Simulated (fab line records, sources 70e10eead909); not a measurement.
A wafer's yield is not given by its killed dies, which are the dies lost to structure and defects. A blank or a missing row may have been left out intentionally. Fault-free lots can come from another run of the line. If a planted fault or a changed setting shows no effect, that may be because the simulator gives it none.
Struck lot and sound lot, side by side | flow nandHarc | 14 steps out of a route of 1302
Sound: the wafers L453.3, L453.4, L453.5. Struck: wafers L464.2, L464.4 (left out: L464.1, a lot-mate that was not struck); the cause follows at the end.
Per side, at each step with rows, come the tool, then ch with its chambers, and then its first start. Under that, the readings that differ: sound wafers | struck wafers | difference of the means | sigmas: that difference in standard deviations of wafers without a fault.
alike: a reading whose means differ by less than 2 such deviations, as well as words and numbers matching on both sides. not compared: withheld readings; readings where some wafer has no value; bounds like >300 that might hide an equal value; numbers whose values overlap and for which the record gives no deviation.
A row with sigmas, a row that says differs or no value, or rows on one side alone: a step with any of these is where the two part. When numbers do not overlap yet have no deviation, they are printed without sigmas and do not part them. Lack of a reading on every wafer of one side parts them only where that side has two or more wafers.

first, 4 steps without rows for these wafers: NHARC_A_WL_FILL_STRIP_28 (strips in post etch residue remover, time 1200 s); NHARC_A_WL_FILL_PRECLEAN_06 (cleans in DIW, time 300 s); NHARC_A_WL_FILL_SRD_07; NHARC_A_WL_FILL_ANNEAL_08 (time 1800 s).
NHARC_A_WL_FILL_ALD_10: deposits SiO2, target thk 50 nm, pulse time 10 s, ald cycles 500.
  sound on aldHk-04 ch 0,1, day 21 08:33; struck on aldHk-02 ch 1,2, day 26 17:13
  alike: heaterPowerW, precursorPulseHeightRel
NHARC_A_WL_FILL_ETCHBACK_16: etches the open film in C4F8/O2/Ar, target depth 120 nm, time 24 s.
  sound on rieDiel-07 ch 2,3; struck on rieDiel-03 ch 1,3
  alike: oesProductAu, rfVppV, runLengthS
  not compared: rfHoursCounterH
NHARC_A_WL_FILL_STRIP_29: strips in O2, time 20 s.
  sound on rieDiel-07 ch 0,2, day 21 13:14; struck on rieDiel-03 ch 1,3, day 26 21:27
  alike: drypumpMotorCurrentA, oesProductAu, rfVppV, showerheadPlenumPTorr, throttleValvePct
  not compared: rfHoursCounterH
NHARC_A_WL_FILL_ETCHBACK_17: etches the open film in Cl2/BCl3, target depth 4 nm, time 26.7 s.
  sound on rieMetal-03 ch 0,1, day 21 13:22; struck on rieMetal-01 ch 0, day 26 21:32
  alike: drypumpMotorCurrentA, oesProductAu, runLengthS
  not compared: rfHoursCounterH
then, 3 steps without rows for these wafers: NHARC_A_WL_FILL_PRECLEAN_18 (cleans in dHF, time 30 s); NHARC_A_WL_FILL_SRD_21; NHARC_A_WL_FILL_CVD_23 (deposits poly-Si, target thk 40 nm, time 800 s).
NHARC_A_WL_FILL_ETCHBACK_26: etches the open film in HBr, target depth 52 nm, time 13.3 s.
  sound on rieSi-05 ch 0,1,2, day 21 18:36; struck on rieSi-05 ch 2,3, day 27 02:46
reading        | sound          | struck    | difference | sigmas
runLengthS (s) | 34.4 34.5 34.7 | 31.2 30.7 | -3.6       | -9
  alike: drypumpMotorCurrentA, oesProductAu, throttleValvePct
  not compared: rfHoursCounterH
then, 1 step without rows for these wafers: NHARC_A_WL_FILL_PRECLEAN_30 (cleans in dHF, time 10 s).
-- jump in the record: it breaks off in module A_WL_FILL and resumes in module END (first step shown: number 1302 of the route), and 4 days separate the struck wafers' starts before and after --
NHARC_END_SORT_01:
  sound on prober-01 ch 0, day 25 01:07; struck on prober-02 ch 0, day 30 15:25
reading       | sound    | struck  | difference | sigmas
killedAtArray | 24 25 21 | 100 109 | +81        | +3
killedDies    | 31 33 25 | 106 110 | +78        | +3
  alike: killedAtOther, killedAtPeriphery, killedOpen, killedShort

WHERE THEY PART
Last at NHARC_END_SORT_01 as far as this record goes, first at NHARC_A_WL_FILL_ETCHBACK_26.

WHY: what the simulator had put in
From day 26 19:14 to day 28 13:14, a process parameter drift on rieSi-05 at NHARC_A_WL_FILL_ETCHBACK_26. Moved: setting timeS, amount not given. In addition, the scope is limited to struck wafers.
